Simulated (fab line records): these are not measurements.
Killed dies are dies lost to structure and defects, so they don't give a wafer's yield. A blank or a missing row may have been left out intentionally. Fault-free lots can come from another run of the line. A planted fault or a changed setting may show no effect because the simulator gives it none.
fab line records || flow nand_harc
record: {"lots": 5, "wafers": 15, "last_day": 33}
route steps=1302 shown P_ZERO_WELL@61 P_STI@69 END@1302
lots that met no fault: taken from a fault-free run of the same line
start_h: the number of hours between the record's first day and the start of the first shown wafer of the lot || wait_h: hours elapsed since this lot's preceding step || " the same as in the row above || L1.1+2: several wafers, shown together as one row || - either no value or no given start || * or withheld: withheld || < > ~ a bound
route shown NAME@n: NAME is a module with steps in the file, n the number in the route of the first one || usual: the fault-free wafers' mean and standard deviation || same: alike in all rows || chamber/n: place in a boat || sites: readings site by site || _std_site: how widely they spread, as a standard deviation || _edge_site: mean of outer sites minus mean of inner sites || radius_mm: for every site, how far away it sits from the centre of the wafer || mask NAME#n: copy n || behind: the last tool/chamber to shape the wafer || hold: what put the lot on hold/how long, in hours/how the hold closed || device: whichever transistor did not switch (one of n, p or np) || end of line: the route-end tests of the same wafers || step lacking rows: just its recipe || killed: at the first sort, the dies lost to defects and structure; wafer yield is something else || map: a wafer's dies, x killed, . not, _ none there
set.NAME: the run value of the setting; set.NAME@STEP: its run value at that earlier step || model.NAME: the simulator's own value behind a step, which no gauge read
lots seen at some steps along the route; tables by step, rows by wafer
services: a tool's chamber out of use, with start hour (start_h, from the record's first day; less than 0 if before it), hours out, and reason
== steps ==
step: NHARC_P_ZERO_WELL_DESCUM_54
recipe: {"time_s": 3, "o2_flow_sccm": 200, "ar_flow_sccm": 0, "bias_power_w": 0, "chemistry": "O2"}
usual: {"drypump_motor_current_A": "5.7/0.4", "oes_product_au": "1.004/0.013", "rf_vpp_V": "57.9/0.92", "showerhead_plenum_p_Torr": "1.91/0.1", "throttle_valve_pct": "11.311/0.0091"}
{"lot.wafer": "L340.1", "tool": "rie_diel-10", "chamber": 1, "start_h": 115.90, "wait_h": "-", "drypump_motor_current_A": 5.7, "oes_product_au": 1.019, "rf_hours_counter_h": 14, "rf_vpp_V": 59.4, "showerhead_plenum_p_Torr": 1.96, "throttle_valve_pct": 11.309}
{"lot.wafer": "L340.2", "tool": "rie_diel-10", "chamber": 2, "start_h": 115.90, "wait_h": "-", "drypump_motor_current_A": 5.4, "oes_product_au": 0.999, "rf_hours_counter_h": 15, "rf_vpp_V": 57.9, "showerhead_plenum_p_Torr": 1.80, "throttle_valve_pct": 11.313}
{"lot.wafer": "L340.5", "tool": "rie_diel-10", "chamber": 2, "start_h": 115.90, "wait_h": "-", "drypump_motor_current_A": 5.4, "oes_product_au": 1.004, "rf_hours_counter_h": "-", "rf_vpp_V": 56.2, "showerhead_plenum_p_Torr": 1.80, "throttle_valve_pct": 11.319}
{"lot.wafer": "L344.3", "tool": "rie_diel-10", "chamber": 2, "start_h": 156.05, "wait_h": "-", "drypump_motor_current_A": 5.4, "oes_product_au": 1.001, "rf_hours_counter_h": 29, "rf_vpp_V": 56.6, "showerhead_plenum_p_Torr": 1.79, "throttle_valve_pct": 11.321}
{"lot.wafer": "L344.2", "tool": "rie_diel-10", "chamber": 3, "start_h": 156.05, "wait_h": "-", "drypump_motor_current_A": 5.9, "oes_product_au": 0.982, "rf_hours_counter_h": 30, "rf_vpp_V": 56.6, "showerhead_plenum_p_Torr": 2.00, "throttle_valve_pct": 11.321}
{"lot.wafer": "L344.6", "tool": "rie_diel-10", "chamber": 1, "start_h": 156.05, "wait_h": "-", "drypump_motor_current_A": 5.8, "oes_product_au": 1.010, "rf_hours_counter_h": "-", "rf_vpp_V": 58.5, "showerhead_plenum_p_Torr": 1.95, "throttle_valve_pct": 11.311}
{"lot.wafer": "L346.2", "tool": "rie_diel-10", "chamber": 2, "start_h": 175.95, "wait_h": "-", "drypump_motor_current_A": 5.4, "oes_product_au": 1.015, "rf_hours_counter_h": 37, "rf_vpp_V": 57.6, "showerhead_plenum_p_Torr": 1.79, "throttle_valve_pct": 11.305}
{"lot.wafer": "L346.3", "tool": "rie_diel-10", "chamber": 3, "start_h": 175.95, "wait_h": "-", "drypump_motor_current_A": 5.9, "oes_product_au": 1.008, "rf_hours_counter_h": 38, "rf_vpp_V": 58.1, "showerhead_plenum_p_Torr": 2.00, "throttle_valve_pct": 11.321}
{"lot.wafer": "L346.1", "tool": "rie_diel-10", "chamber": 0, "start_h": 175.95, "wait_h": "-", "drypump_motor_current_A": 5.4, "oes_product_au": 1.019, "rf_hours_counter_h": 33, "rf_vpp_V": 56.5, "showerhead_plenum_p_Torr": 1.76, "throttle_valve_pct": 11.316}
{"lot.wafer": "L352.3", "tool": "rie_diel-01", "chamber": 2, "start_h": 236.31, "wait_h": "-", "drypump_motor_current_A": 5.9, "oes_product_au": 0.992, "rf_hours_counter_h": 8, "rf_vpp_V": 57.9, "showerhead_plenum_p_Torr": 2.07, "throttle_valve_pct": 11.322}
{"lot.wafer": "L352.6", "tool": "rie_diel-01", "chamber": 2, "start_h": 236.31, "wait_h": "-", "drypump_motor_current_A": 5.9, "oes_product_au": 0.976, "rf_hours_counter_h": "-", "rf_vpp_V": 57.5, "showerhead_plenum_p_Torr": 2.07, "throttle_valve_pct": 11.308}
{"lot.wafer": "L352.5", "tool": "rie_diel-01", "chamber": 3, "start_h": 236.31, "wait_h": "-", "drypump_motor_current_A": 5.7, "oes_product_au": 1.008, "rf_hours_counter_h": "-", "rf_vpp_V": 58.5, "showerhead_plenum_p_Torr": 2.06, "throttle_valve_pct": 11.312}
{"lot.wafer": "L353.3", "tool": "rie_diel-02", "chamber": 1, "start_h": 246.10, "wait_h": "-", "drypump_motor_current_A": 6.2, "oes_product_au": 1.000, "rf_hours_counter_h": 6, "rf_vpp_V": 55.5, "showerhead_plenum_p_Torr": 1.93, "throttle_valve_pct": 11.320}
{"lot.wafer": "L353.1", "tool": "rie_diel-02", "chamber": 2, "start_h": 246.10, "wait_h": "-", "drypump_motor_current_A": 6.1, "oes_product_au": 1.013, "rf_hours_counter_h": 6, "rf_vpp_V": 57.7, "showerhead_plenum_p_Torr": 1.82, "throttle_valve_pct": 11.305}
{"lot.wafer": "L353.5", "tool": "rie_diel-02", "chamber": 0, "start_h": 246.10, "wait_h": "-", "drypump_motor_current_A": 6.1, "oes_product_au": 0.997, "rf_hours_counter_h": "-", "rf_vpp_V": 58.2, "showerhead_plenum_p_Torr": 1.88, "throttle_valve_pct": 11.305}
step: NHARC_P_ZERO_WELL_IMPLANT_55
recipe: {"energy_kev": 180, "dose_cm2": 8e+11, "tilt_deg": 7}
step: NHARC_P_ZERO_WELL_IMPLANT_61
recipe: {"energy_kev": 30, "dose_cm2": 5e+11, "tilt_deg": 7}
step: NHARC_P_ZERO_WELL_STRIP_56
recipe: {"time_s": 840, "temp_c": 130, "chemistry": "SPM"}
step: NHARC_P_ZERO_WELL_PRECLEAN_68
recipe: {"time_s": 60, "temp_c": 50, "bath_age_min": 0, "chemistry": "SC1"}
step: NHARC_P_ZERO_WELL_SRD_69
step: NHARC_P_ZERO_WELL_RTA_42
recipe: {"temp_c": 1100, "time_s": 300}
usual: {"lamp_power_pct": "34.8/2", "wafer_temp_C_max": "1103.1/0.74"}
{"lot.wafer": "L340.1", "tool": "rtp_anneal-01", "chamber": 0, "start_h": 116.87, "wait_h": "-", "lamp_power_pct": 36.8, "wafer_temp_C_max": 1103.9}
{"lot.wafer": "L340.2", "tool": "rtp_anneal-01", "chamber": 0, "start_h": 116.87, "wait_h": "-", "lamp_power_pct": 36.8, "wafer_temp_C_max": 1103.5}
{"lot.wafer": "L340.5", "tool": "rtp_anneal-01", "chamber": 0, "start_h": 116.87, "wait_h": "-", "lamp_power_pct": 36.8, "wafer_temp_C_max": 1103.3}
{"lot.wafer": "L344.2", "tool": "rtp_anneal-02", "chamber": 0, "start_h": 157.12, "wait_h": "-", "lamp_power_pct": 32.8, "wafer_temp_C_max": 1102.8}
{"lot.wafer": "L344.3", "tool": "rtp_anneal-02", "chamber": 0, "start_h": 157.12, "wait_h": "-", "lamp_power_pct": 32.7, "wafer_temp_C_max": 1103.3}
{"lot.wafer": "L344.6", "tool": "rtp_anneal-02", "chamber": 0, "start_h": 157.12, "wait_h": "-", "lamp_power_pct": 32.8, "wafer_temp_C_max": 1102.8}
{"lot.wafer": "L346.1", "tool": "rtp_anneal-01", "chamber": 0, "start_h": 176.93, "wait_h": "-", "lamp_power_pct": 36.9, "wafer_temp_C_max": 1104.0}
{"lot.wafer": "L346.2", "tool": "rtp_anneal-01", "chamber": 0, "start_h": 176.93, "wait_h": "-", "lamp_power_pct": 36.9, "wafer_temp_C_max": 1103.0}
{"lot.wafer": "L346.3", "tool": "rtp_anneal-01", "chamber": 0, "start_h": 176.93, "wait_h": "-", "lamp_power_pct": 36.9, "wafer_temp_C_max": 1102.6}
{"lot.wafer": "L352.3", "tool": "rtp_anneal-01", "chamber": 0, "start_h": 237.51, "wait_h": "-", "lamp_power_pct": 36.8, "wafer_temp_C_max": 1105.2}
{"lot.wafer": "L352.5", "tool": "rtp_anneal-01", "chamber": 0, "start_h": 237.51, "wait_h": "-", "lamp_power_pct": 36.8, "wafer_temp_C_max": 1103.4}
{"lot.wafer": "L352.6", "tool": "rtp_anneal-01", "chamber": 0, "start_h": 237.51, "wait_h": "-", "lamp_power_pct": 36.9, "wafer_temp_C_max": 1103.3}
{"lot.wafer": "L353.1", "tool": "rtp_anneal-02", "chamber": 0, "start_h": 247.06, "wait_h": "-", "lamp_power_pct": 32.8, "wafer_temp_C_max": 1104.2}
{"lot.wafer": "L353.3", "tool": "rtp_anneal-02", "chamber": 0, "start_h": 247.06, "wait_h": "-", "lamp_power_pct": 32.7, "wafer_temp_C_max": 1103.0}
{"lot.wafer": "L353.5", "tool": "rtp_anneal-02", "chamber": 0, "start_h": 247.06, "wait_h": "-", "lamp_power_pct": 32.8, "wafer_temp_C_max": 1104.3}
step: NHARC_P_ZERO_WELL_INSPECT_43
usual: {"raw_defect_count": "13/6.9"}
{"lot.wafer": "L340.1", "tool": "defect_inspect-01", "chamber": "-", "start_h": 117.55, "wait_h": 0.6, "raw_defect_count": 7}
{"lot.wafer": "L340.2", "tool": "defect_inspect-01", "chamber": "-", "start_h": 117.55, "wait_h": 0.6, "raw_defect_count": 9}
{"lot.wafer": "L340.5", "tool": "defect_inspect-01", "chamber": "-", "start_h": 117.55, "wait_h": 0.6, "raw_defect_count": 7}
{"lot.wafer": "L344.2", "tool": "defect_inspect-01", "chamber": "-", "start_h": 157.69, "wait_h": 0.5, "raw_defect_count": 12}
{"lot.wafer": "L344.3", "tool": "defect_inspect-01", "chamber": "-", "start_h": 157.69, "wait_h": 0.5, "raw_defect_count": 12}
{"lot.wafer": "L344.6", "tool": "defect_inspect-01", "chamber": "-", "start_h": 157.69, "wait_h": 0.5, "raw_defect_count": 13}
{"lot.wafer": "L346.1", "tool": "defect_inspect-01", "chamber": "-", "start_h": 177.63, "wait_h": 0.6, "raw_defect_count": 19}
{"lot.wafer": "L346.2", "tool": "defect_inspect-01", "chamber": "-", "start_h": 177.63, "wait_h": 0.6, "raw_defect_count": 25}
{"lot.wafer": "L346.3", "tool": "defect_inspect-01", "chamber": "-", "start_h": 177.63, "wait_h": 0.6, "raw_defect_count": 11}
{"lot.wafer": "L352.3", "tool": "defect_inspect-02", "chamber": "-", "start_h": 237.98, "wait_h": 0.4, "raw_defect_count": 12}
{"lot.wafer": "L352.5", "tool": "defect_inspect-02", "chamber": "-", "start_h": 237.98, "wait_h": 0.4, "raw_defect_count": 11}
{"lot.wafer": "L352.6", "tool": "defect_inspect-02", "chamber": "-", "start_h": 237.98, "wait_h": 0.4, "raw_defect_count": 6}
{"lot.wafer": "L353.1", "tool": "defect_inspect-02", "chamber": "-", "start_h": 247.76, "wait_h": 0.6, "raw_defect_count": 4}
{"lot.wafer": "L353.3", "tool": "defect_inspect-02", "chamber": "-", "start_h": 247.76, "wait_h": 0.6, "raw_defect_count": 8}
{"lot.wafer": "L353.5", "tool": "defect_inspect-02", "chamber": "-", "start_h": 247.76, "wait_h": 0.6, "raw_defect_count": 6}
step: NHARC_P_STI_ETCH_26
recipe: {"target_depth_a": 110, "chemistry": "dHF", "material": "SiO2"}
step: NHARC_P_STI_PRECLEAN_27
recipe: {"time_s": "*", "temp_c": 50, "bath_age_min": 0, "chemistry": "SC1"}
step: NHARC_P_STI_SRD_28
step: NHARC_P_STI_OXIDE_29
recipe: {"target_thk_a": 100, "temp_c": 900, "ox_time_s": 1362, "material": "SiO2"}
step: NHARC_P_STI_HM_DEP_30
recipe: {"target_thk_a": 800, "temp_c": 790, "pressure_mtorr": 300, "time_s": 873, "material": "Si3N4"}
usual: {"spike_tc_bottom_C": "807/3.5", "susceptor_temp_C": "790.0/0.34", "zone_power_centre_pct": "13.2/0.75"}
{"lot.wafer": "L340.1", "tool": "lpcvd-01", "chamber": 1, "start_h": 129.37, "wait_h": 3.5, "spike_tc_bottom_C": 806, "susceptor_temp_C": 789.8, "zone_power_centre_pct": 12.3}
{"lot.wafer": "L340.2", "tool": "lpcvd-01", "chamber": 1, "start_h": 129.37, "wait_h": 3.5, "spike_tc_bottom_C": 809, "susceptor_temp_C": 789.8, "zone_power_centre_pct": 12.4}
{"lot.wafer": "L340.5", "tool": "lpcvd-01", "chamber": 1, "start_h": 129.37, "wait_h": 3.5, "spike_tc_bottom_C": 806, "susceptor_temp_C": 790.0, "zone_power_centre_pct": 12.4}
{"lot.wafer": "L344.2", "tool": "lpcvd-02", "chamber": 0, "start_h": 168.74, "wait_h": 3.5, "spike_tc_bottom_C": 802, "susceptor_temp_C": 789.8, "zone_power_centre_pct": 13.3}
{"lot.wafer": "L344.3", "tool": "lpcvd-02", "chamber": 0, "start_h": 168.74, "wait_h": 3.5, "spike_tc_bottom_C": 802, "susceptor_temp_C": 790.2, "zone_power_centre_pct": 13.6}
{"lot.wafer": "L344.6", "tool": "lpcvd-02", "chamber": 0, "start_h": 168.74, "wait_h": 3.5, "spike_tc_bottom_C": 802, "susceptor_temp_C": 789.4, "zone_power_centre_pct": 13.4}
{"lot.wafer": "L346.1", "tool": "lpcvd-01", "chamber": 1, "start_h": 190.16, "wait_h": 3.9, "spike_tc_bottom_C": 808, "susceptor_temp_C": 790.7, "zone_power_centre_pct": 12.2}
{"lot.wafer": "L346.2", "tool": "lpcvd-01", "chamber": 1, "start_h": 190.16, "wait_h": 3.9, "spike_tc_bottom_C": 808, "susceptor_temp_C": 790.1, "zone_power_centre_pct": 12.0}
{"lot.wafer": "L346.3", "tool": "lpcvd-01", "chamber": 1, "start_h": 190.16, "wait_h": 3.9, "spike_tc_bottom_C": 805, "susceptor_temp_C": 789.7, "zone_power_centre_pct": 12.3}
{"lot.wafer": "L352.3", "tool": "lpcvd-02", "chamber": 1, "start_h": 249.09, "wait_h": 3.5, "spike_tc_bottom_C": 812, "susceptor_temp_C": 790.1, "zone_power_centre_pct": 13.7}
{"lot.wafer": "L352.5", "tool": "lpcvd-02", "chamber": 1, "start_h": 249.09, "wait_h": 3.5, "spike_tc_bottom_C": 810, "susceptor_temp_C": 790.0, "zone_power_centre_pct": 13.7}
{"lot.wafer": "L352.6", "tool": "lpcvd-02", "chamber": 1, "start_h": 249.09, "wait_h": 3.5, "spike_tc_bottom_C": 811, "susceptor_temp_C": 789.5, "zone_power_centre_pct": 13.6}
{"lot.wafer": "L353.1", "tool": "lpcvd-01", "chamber": 0, "start_h": 260.38, "wait_h": 3.5, "spike_tc_bottom_C": 807, "susceptor_temp_C": 789.7, "zone_power_centre_pct": 14.1}
{"lot.wafer": "L353.3", "tool": "lpcvd-01", "chamber": 0, "start_h": 260.38, "wait_h": 3.5, "spike_tc_bottom_C": 805, "susceptor_temp_C": 789.4, "zone_power_centre_pct": 13.9}
{"lot.wafer": "L353.5", "tool": "lpcvd-01", "chamber": 0, "start_h": 260.38, "wait_h": 3.5, "spike_tc_bottom_C": 806, "susceptor_temp_C": 789.6, "zone_power_centre_pct": 14.1}
step: NHARC_P_STI_DEHYDRATE_01
recipe: {"temp_c": 150, "time_s": 120}
step: NHARC_P_STI_HMDS_02
recipe: {"time_s": 30}
step: NHARC_P_STI_COAT_41
recipe: {"temp_c": 200, "time_s": 65}
step: NHARC_P_STI_COAT_03
recipe: {"spin_rpm": 2000, "resist_thk_nm": 600}
step: NHARC_P_STI_SOFTBAKE_04
recipe: {"temp_c": 125, "time_s": 70}
step: NHARC_P_STI_EBR_05
step: NHARC_P_STI_EXPOSE_06
recipe: {"na": 0.55, "target_cd_nm": 200, "dose_mj": 37.69, "mask_id": "P_STI"}
step: NHARC_P_STI_PEB_07
recipe: {"peb_temp_c": 128, "peb_time_s": 80}
step: NHARC_P_STI_DEVELOP_08
recipe: {"time_s": 50, "dev_temp_c": 22}
step: NHARC_P_STI_CD_MEAS_09
recipe: {"target_cd_nm": 200, "landing_energy_ev": 500}
usual: {"cd_nm": "199/3.1"}
{"lot.wafer": "L340.1", "tool": "cd_sem-03", "chamber": 0, "start_h": 133.46, "wait_h": "-", "cd_nm": 196}
{"lot.wafer": "L340.2", "tool": "cd_sem-03", "chamber": 0, "start_h": 133.46, "wait_h": "-", "cd_nm": 194}
{"lot.wafer": "L340.5", "tool": "cd_sem-03", "chamber": 0, "start_h": 133.46, "wait_h": "-", "cd_nm": 201}
{"lot.wafer": "L344.2", "tool": "cd_sem-03", "chamber": 0, "start_h": 172.85, "wait_h": "-", "cd_nm": 203}
{"lot.wafer": "L344.3", "tool": "cd_sem-03", "chamber": 0, "start_h": 172.85, "wait_h": "-", "cd_nm": 202}
{"lot.wafer": "L344.6", "tool": "cd_sem-03", "chamber": 0, "start_h": 172.85, "wait_h": "-", "cd_nm": 205}
{"lot.wafer": "L346.1", "tool": "cd_sem-02", "chamber": 0, "start_h": 194.24, "wait_h": "-", "cd_nm": 202}
{"lot.wafer": "L346.2", "tool": "cd_sem-02", "chamber": 0, "start_h": 194.24, "wait_h": "-", "cd_nm": 195}
{"lot.wafer": "L346.3", "tool": "cd_sem-02", "chamber": 0, "start_h": 194.24, "wait_h": "-", "cd_nm": 194}
{"lot.wafer": "L352.3", "tool": "cd_sem-02", "chamber": 0, "start_h": 253.14, "wait_h": "-", "cd_nm": 202}
{"lot.wafer": "L352.5", "tool": "cd_sem-02", "chamber": 0, "start_h": 253.14, "wait_h": "-", "cd_nm": 200}
{"lot.wafer": "L352.6", "tool": "cd_sem-02", "chamber": 0, "start_h": 253.14, "wait_h": "-", "cd_nm": 199}
{"lot.wafer": "L353.1", "tool": "cd_sem-03", "chamber": 0, "start_h": 264.46, "wait_h": "-", "cd_nm": 202}
{"lot.wafer": "L353.3", "tool": "cd_sem-03", "chamber": 0, "start_h": 264.46, "wait_h": "-", "cd_nm": 200}
{"lot.wafer": "L353.5", "tool": "cd_sem-03", "chamber": 0, "start_h": 264.46, "wait_h": "-", "cd_nm": 197}
step: NHARC_P_STI_OVL_MEAS_10
usual: {"overlay_x_nm": "-2/6.3", "overlay_y_nm": "2/5.6"}
{"lot.wafer": "L340.1", "tool": "overlay-02", "chamber": "-", "start_h": 133.55, "wait_h": "-", "overlay_x_nm": -8, "overlay_y_nm": 2}
{"lot.wafer": "L340.2", "tool": "overlay-02", "chamber": "-", "start_h": 133.55, "wait_h": "-", "overlay_x_nm": -8, "overlay_y_nm": 2}
{"lot.wafer": "L340.5", "tool": "overlay-02", "chamber": "-", "start_h": 133.55, "wait_h": "-", "overlay_x_nm": -7, "overlay_y_nm": 2}
{"lot.wafer": "L344.2", "tool": "overlay-01", "chamber": "-", "start_h": 172.94, "wait_h": "-", "overlay_x_nm": 1, "overlay_y_nm": 3}
{"lot.wafer": "L344.3", "tool": "overlay-01", "chamber": "-", "start_h": 172.94, "wait_h": "-", "overlay_x_nm": 1, "overlay_y_nm": 2}
{"lot.wafer": "L344.6", "tool": "overlay-01", "chamber": "-", "start_h": 172.94, "wait_h": "-", "overlay_x_nm": 1, "overlay_y_nm": 3}
{"lot.wafer": "L346.1", "tool": "overlay-01", "chamber": "-", "start_h": 194.33, "wait_h": "-", "overlay_x_nm": -3, "overlay_y_nm": 0}
{"lot.wafer": "L346.2", "tool": "overlay-01", "chamber": "-", "start_h": 194.33, "wait_h": "-", "overlay_x_nm": -3, "overlay_y_nm": 1}
{"lot.wafer": "L346.3", "tool": "overlay-01", "chamber": "-", "start_h": 194.33, "wait_h": "-", "overlay_x_nm": -3, "overlay_y_nm": 1}
{"lot.wafer": "L352.3", "tool": "overlay-02", "chamber": "-", "start_h": 253.23, "wait_h": "-", "overlay_x_nm": 0, "overlay_y_nm": 0}
{"lot.wafer": "L352.5", "tool": "overlay-02", "chamber": "-", "start_h": 253.23, "wait_h": "-", "overlay_x_nm": 1, "overlay_y_nm": 0}
{"lot.wafer": "L352.6", "tool": "overlay-02", "chamber": "-", "start_h": 253.23, "wait_h": "-", "overlay_x_nm": 1, "overlay_y_nm": 1}
{"lot.wafer": "L353.1", "tool": "overlay-01", "chamber": "-", "start_h": 264.55, "wait_h": "-", "overlay_x_nm": 9, "overlay_y_nm": 5}
{"lot.wafer": "L353.3", "tool": "overlay-01", "chamber": "-", "start_h": 264.55, "wait_h": "-", "overlay_x_nm": 10, "overlay_y_nm": 5}
{"lot.wafer": "L353.5", "tool": "overlay-01", "chamber": "-", "start_h": 264.55, "wait_h": "-", "overlay_x_nm": 9, "overlay_y_nm": 6}
step: NHARC_P_STI_INSPECT_11
usual: {"raw_defect_count": "6/3.1"}
{"lot.wafer": "L340.1", "tool": "defect_inspect-02", "chamber": "-", "start_h": 133.59, "wait_h": 0.0, "raw_defect_count": 7}
{"lot.wafer": "L340.2", "tool": "defect_inspect-02", "chamber": "-", "start_h": 133.59, "wait_h": 0.0, "raw_defect_count": 2}
{"lot.wafer": "L340.5", "tool": "defect_inspect-02", "chamber": "-", "start_h": 133.59, "wait_h": 0.0, "raw_defect_count": 4}
{"lot.wafer": "L344.2", "tool": "defect_inspect-01", "chamber": "-", "start_h": 172.97, "wait_h": 0.0, "raw_defect_count": 41}
{"lot.wafer": "L344.3", "tool": "defect_inspect-01", "chamber": "-", "start_h": 172.97, "wait_h": 0.0, "raw_defect_count": 39}
{"lot.wafer": "L344.6", "tool": "defect_inspect-01", "chamber": "-", "start_h": 172.97, "wait_h": 0.0, "raw_defect_count": 44}
{"lot.wafer": "L346.1", "tool": "defect_inspect-01", "chamber": "-", "start_h": 194.36, "wait_h": 0.0, "raw_defect_count": 5}
{"lot.wafer": "L346.2", "tool": "defect_inspect-01", "chamber": "-", "start_h": 194.36, "wait_h": 0.0, "raw_defect_count": 3}
{"lot.wafer": "L346.3", "tool": "defect_inspect-01", "chamber": "-", "start_h": 194.36, "wait_h": 0.0, "raw_defect_count": 6}
{"lot.wafer": "L352.3", "tool": "defect_inspect-01", "chamber": "-", "start_h": 253.26, "wait_h": 0.0, "raw_defect_count": 8}
{"lot.wafer": "L352.5", "tool": "defect_inspect-01", "chamber": "-", "start_h": 253.26, "wait_h": 0.0, "raw_defect_count": 1}
{"lot.wafer": "L352.6", "tool": "defect_inspect-01", "chamber": "-", "start_h": 253.26, "wait_h": 0.0, "raw_defect_count": 3}
{"lot.wafer": "L353.1", "tool": "defect_inspect-02", "chamber": "-", "start_h": 264.59, "wait_h": 0.0, "raw_defect_count": 2}
{"lot.wafer": "L353.3", "tool": "defect_inspect-02", "chamber": "-", "start_h": 264.59, "wait_h": 0.0, "raw_defect_count": 8}
{"lot.wafer": "L353.5", "tool": "defect_inspect-02", "chamber": "-", "start_h": 264.59, "wait_h": 0.0, "raw_defect_count": 5}
step: NHARC_P_STI_HARDBAKE_13
recipe: {"temp_c": 118, "time_s": 65}
step: NHARC_END_SORT_01
recipe: {"temp_c": 25}
usual: {"killed_at_array": "58/22", "killed_at_other": "1.0/1.3", "killed_at_periphery": "5/3.4", "killed_dies": "64/22", "killed_open": "3.6/1.8", "killed_short": "2.4/1.7"}
same: {"gross_dies": 677}
{"lot.wafer": "L344.2", "tool": "prober-02", "chamber": 0, "start_h": 678.23, "wait_h": 2.8, "killed_at_array": 93, "killed_at_other": 1, "killed_at_periphery": 29, "killed_dies": 123, "killed_open": 4, "killed_short": 0}
{"lot.wafer": "L344.3", "tool": "prober-02", "chamber": 0, "start_h": 679.02, "wait_h": 3.1, "killed_at_array": 69, "killed_at_other": 0, "killed_at_periphery": 24, "killed_dies": 93, "killed_open": 6, "killed_short": 1}
{"lot.wafer": "L344.6", "tool": "prober-02", "chamber": 0, "start_h": 681.41, "wait_h": 4.0, "killed_at_array": 99, "killed_at_other": 0, "killed_at_periphery": 24, "killed_dies": 123, "killed_open": 2, "killed_short": 2}
killed by level:class
L344.2 A_CHANNEL_HOLE_D1:chamber_film_flake=34 P_STI:unspecified=28 A_SLIT:chamber_film_flake=26 A_CHANNEL_HOLE_D2:chamber_film_flake=21 A_DECK1_JOINT:chamber_film_flake=2 A_M0:chamber_film_flake=2 A_M1:chamber_film_flake=2 P_CONTACT:geometric_particle:open=1
L344.3 A_CHANNEL_HOLE_D1:chamber_film_flake=27 P_STI:unspecified=21 A_SLIT:chamber_film_flake=19 A_CHANNEL_HOLE_D2:chamber_film_flake=13 A_WL_FILL:chamber_film_flake=4 A_ONON_D1:geometric_particle:open=2 P_GATE:geometric_particle:short=1 P_CONTACT:geometric_particle:open=1
L344.6 A_SLIT:chamber_film_flake=31 A_CHANNEL_HOLE_D1:chamber_film_flake=30 P_STI:unspecified=22 A_CHANNEL_HOLE_D2:chamber_film_flake=22 A_M1:chamber_film_flake=5 A_CONTACT:chamber_film_flake=3 A_WL_FILL:chamber_film_flake=3 A_CHANNEL_FILL_D1:chamber_film_flake=2
map L344.2 (x killed, . not)
____________.____________
_________......._________
_______..........._______
______.............______
_____..............._____
____.................____
____.................____
___...................___
___......x............___
__.....................__
__.....................__
_..................x...._
_..............x.x......_
_.........x............._
_.x.......x..xx.x......._
_..........xxx.........._
x..........xxxx........x.
..........xxxxx..x.......
..........x.xxxx.........
.........x.xxxxx.........
..x..x.x..x..xx..........
_..xx.x..xxxx..........._
_.xxx..xxx..xx.........._
_.xxxx.xx.x..x..x......._
_x.xxx.x.xx..x.........._
_xxxxxxxxxxxxxxx........_
__xxxx.xxx...x...x.....__
__xxxx.xxx.xxxxx.......__
___.xxx.....x.x.x.....___
___...x.x.x..x........___
____........xxx......____
____.................____
_____..............._____
______.............______
_______..........._______
_________......._________
____________.____________
map L352.5 (x killed, . not)
____________.____________
_________......._________
_______..........._______
______..x..........______
_____.x............._____
____.................____
____............x....____
___...........x.......___
___.....x....x........___
__.............x.......__
__..x..................__
_....x.................._
_................xx....._
_....x.................._
_..x...................._
_.x...............xxx..._
....................x....
x........................
....x..x.................
....xxx..................
...x.....................
_.x.xx.................._
_......................._
_......................._
_......................._
_......................._
__.....................__
__.....................__
___.......x.x.x.......___
___...................___
____....x............____
____.................____
_____..............._____
______.............______
_______..........._______
_________......._________
____________.____________
== services ==
{"tool": "rie_diel-01", "chamber": 1, "start_h": 98.51, "hours": 6.8, "kind": "repair"}
{"tool": "rie_diel-10", "chamber": 0, "start_h": 102.00, "hours": "-", "kind": "clean"}
{"tool": "rie_diel-10", "chamber": 1, "start_h": 102.00, "hours": "-", "kind": "clean"}
{"tool": "rie_diel-10", "chamber": 2, "start_h": 102.00, "hours": "-", "kind": "clean"}
{"tool": "rie_diel-10", "chamber": 3, "start_h": 102.00, "hours": "-", "kind": "clean"}
{"tool": "rie_diel-10", "chamber": 0, "start_h": 126.59, "hours": "-", "kind": "clean"}
{"tool": "rie_diel-10", "chamber": 1, "start_h": 126.59, "hours": "-", "kind": "clean"}
{"tool": "rie_diel-10", "chamber": 2, "start_h": 126.59, "hours": "-", "kind": "clean"}
{"tool": "rie_diel-10", "chamber": 3, "start_h": 126.59, "hours": "-", "kind": "clean"}
{"tool": "rie_diel-10", "chamber": 0, "start_h": 151.11, "hours": "-", "kind": "clean"}
{"tool": "rie_diel-10", "chamber": 1, "start_h": 151.11, "hours": "-", "kind": "clean"}
{"tool": "rie_diel-10", "chamber": 2, "start_h": 151.11, "hours": "-", "kind": "clean"}
{"tool": "rie_diel-10", "chamber": 3, "start_h": 151.11, "hours": "-", "kind": "clean"}
{"tool": "rie_diel-01", "chamber": 3, "start_h": 163.66, "hours": 8.1, "kind": "repair"}
{"tool": "rie_diel-10", "chamber": 0, "start_h": 175.61, "hours": "-", "kind": "clean"}
{"tool": "rie_diel-10", "chamber": 1, "start_h": 175.61, "hours": "-", "kind": "clean"}
{"tool": "rie_diel-10", "chamber": 2, "start_h": 175.61, "hours": "-", "kind": "clean"}
{"tool": "rie_diel-10", "chamber": 3, "start_h": 175.61, "hours": "-", "kind": "clean"}
{"tool": "rie_diel-10", "chamber": 0, "start_h": 200.11, "hours": "-", "kind": "clean"}
{"tool": "rie_diel-01", "chamber": "-", "start_h": 203.96, "hours": 9.0, "kind": "pm"}
{"tool": "rie_diel-02", "chamber": 1, "start_h": 214.91, "hours": 6.9, "kind": "repair"}
{"tool": "rie_diel-02", "chamber": "-", "start_h": 216.71, "hours": 9.0, "kind": "pm"}
{"tool": "rie_diel-10", "chamber": 3, "start_h": 222.64, "hours": 34.8, "kind": "repair"}
{"tool": "rie_diel-10", "chamber": "-", "start_h": 245.94, "hours": 9.0, "kind": "pm"}
== key ==
first_sign: {"step": "NHARC_P_STI_INSPECT_11", "reading": "raw_defect_count", "direction": "up", "sigmas": 11, "usual": 6, "struck": 41}
effect: {"step": "NHARC_END_SORT_01", "reading": "killed_at_periphery", "direction": "up", "sigmas": 6.2, "usual": 5, "struck": 26}
met_at NHARC_P_STI_HM_DEP_30
struck_wafers L344.2,L344.3,L344.6
tester_left_out L344
fault: {"kind": "chamber_particle_source", "tool": "lpcvd-02", "chamber": 0, "onset_h": 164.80, "steps": "NHARC_P_STI_HM_DEP_30", "rate_per_visit_cm2": 0.054762, "end_h": 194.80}
tester_left_out: of these lots the tester's yield and bins aren't shown, on N5 and GAA mostly nor the transistor test; their killed dies are dies lost to structure and defects alone, not to doping, threshold or leakage, so they don't give the yield
